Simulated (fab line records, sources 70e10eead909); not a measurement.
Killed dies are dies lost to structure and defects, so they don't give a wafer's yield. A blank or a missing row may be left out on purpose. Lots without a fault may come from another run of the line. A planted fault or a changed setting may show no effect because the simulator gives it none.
A struck lot beside a sound one | flow nand_harc | 15 steps out of a route of 1302
Sound: wafers L140.1, L140.2, L140.6. Struck: wafers L132.2, L132.3, L132.6. The cause comes at the end.
At each step with rows: each side's tool, then ch and its chambers, then its first start. Under that, the readings that differ: sound wafers | struck wafers | difference of the means | sigmas: that difference in standard deviations of wafers without a fault.
alike: readings whose means differ by less than 2 such deviations, and words and numbers that are the same on both sides. not compared: withheld readings, readings that some wafer has no value for, bounds like >300 that may hide the same value, and numbers for which the record gives no deviation and whose values overlap.
The two part at a step that has a row with sigmas, a row that says differs or no value, or rows on one side only. Numbers that don't overlap but have no deviation are shown without sigmas and don't part them. A reading that every wafer of one side lacks parts them only if that side has two wafers or more.

first, 3 steps without rows for these wafers: NHARC_A_CONTACT_ETCH_48 (etches the open film in CF4, target depth 39 nm, time 65 s); NHARC_A_CONTACT_ETCH_49 (etches the open film in N2/H2, target depth 260 nm, time 475.3 s); NHARC_A_CONTACT_ETCH_50 (etches the open film in CF4/CHF3, target depth 121 nm, time 60.5 s).
NHARC_A_CONTACT_ETCH_51: etches the open film in O2/COS, target depth 7000 nm, time 1820 s.
  sound on rie_diel-09 ch 2,3; struck on rie_diel-09 ch 0,1,3
  alike: bias_w, chamber_pressure_mTorr, drypump_motor_current_A, oes_product_au, rf_vpp_V, showerhead_plenum_p_Torr, throttle_valve_pct
  not compared: rf_hours_counter_h
NHARC_A_CONTACT_ETCH_111: etches the open film in C4F8/O2/Ar, time 140 s, target depth 700 nm.
  sound on har_cap_etch-01 ch 0,1, day 30 05:25; struck on har_cap_etch-02 ch 0,1, day 26 15:44
  alike: chamber_pressure_mTorr, oes_air_line_au
  not compared: rf_hours_counter_h
then, 2 steps without rows for these wafers: NHARC_A_CONTACT_ETCH_112 (etches the open film in C4F8/O2/Ar, time 190 s, target depth 1850 nm); NHARC_A_CONTACT_ETCH_113 (etches the open film in C4F8/O2/Ar, time 190 s, target depth 1850 nm).
NHARC_A_CONTACT_ETCH_114: etches the open film in C4F8/O2/Ar, time 190 s, target depth 1850 nm.
  sound on har_cap_etch-01 ch 0,1, day 30 05:58; struck on har_cap_etch-02 ch 0,1, day 26 16:27
  alike: chamber_pressure_mTorr, oes_air_line_au
  not compared: rf_hours_counter_h
NHARC_A_CONTACT_ETCH_115: etches the open film in C4F8/O2/Ar, time 190 s, target depth 1850 nm.
  sound on har_cap_etch-01 ch 0,1, day 30 06:08; struck on har_cap_etch-02 ch 0,1, day 26 16:41
  alike: chamber_pressure_mTorr, oes_air_line_au
  not compared: rf_hours_counter_h
then, 3 steps without rows for these wafers: NHARC_A_CONTACT_ETCH_116 (etches the open film in C4F8/O2/Ar, time 190 s, target depth 1850 nm); NHARC_A_CONTACT_ETCH_117 (etches the open film in C4F8/O2/Ar, time 190 s, target depth 1850 nm); NHARC_A_CONTACT_ETCH_118 (etches the open film in C4F8/O2/Ar, time 190 s, target depth 1850 nm).
NHARC_A_CONTACT_ETCH_119: etches the open film in C4F8/O2/Ar, time 190 s, target depth 1850 nm.
  sound on har_cap_etch-01 ch 0,1, day 30 06:49; struck on har_cap_etch-02 ch 0,1, day 26 17:35
  no value came back on the struck wafers for chamber_pressure_mTorr (mTorr), oes_air_line_au (a.u.); on the sound wafers chamber_pressure_mTorr (mTorr) reads 20.000 19.996 19.998
  not compared: rf_hours_counter_h
NHARC_A_CONTACT_ETCH_120: etches the open film in C4F8/O2/Ar, time 190 s, target depth 1850 nm.
  sound on har_cap_etch-01 ch 0,1, day 30 06:59; struck on har_cap_etch-02 ch 0,1, day 26 17:49
  alike: chamber_pressure_mTorr, oes_air_line_au
  not compared: rf_hours_counter_h
-- the record jumps here: 3 days lie between the struck wafers' starts before and after (it left off in module A_CONTACT and takes up again in module END, whose first step shown is number 1302 of the route) --
NHARC_END_SORT_01:
  the record has rows for the struck wafers here (prober-01 ch 0, day 29 15:43) and none for the sound ones

WHERE THEY PART
First at NHARC_A_CONTACT_ETCH_119; last, within this record, at NHARC_END_SORT_01.

WHY: what the simulator had put in
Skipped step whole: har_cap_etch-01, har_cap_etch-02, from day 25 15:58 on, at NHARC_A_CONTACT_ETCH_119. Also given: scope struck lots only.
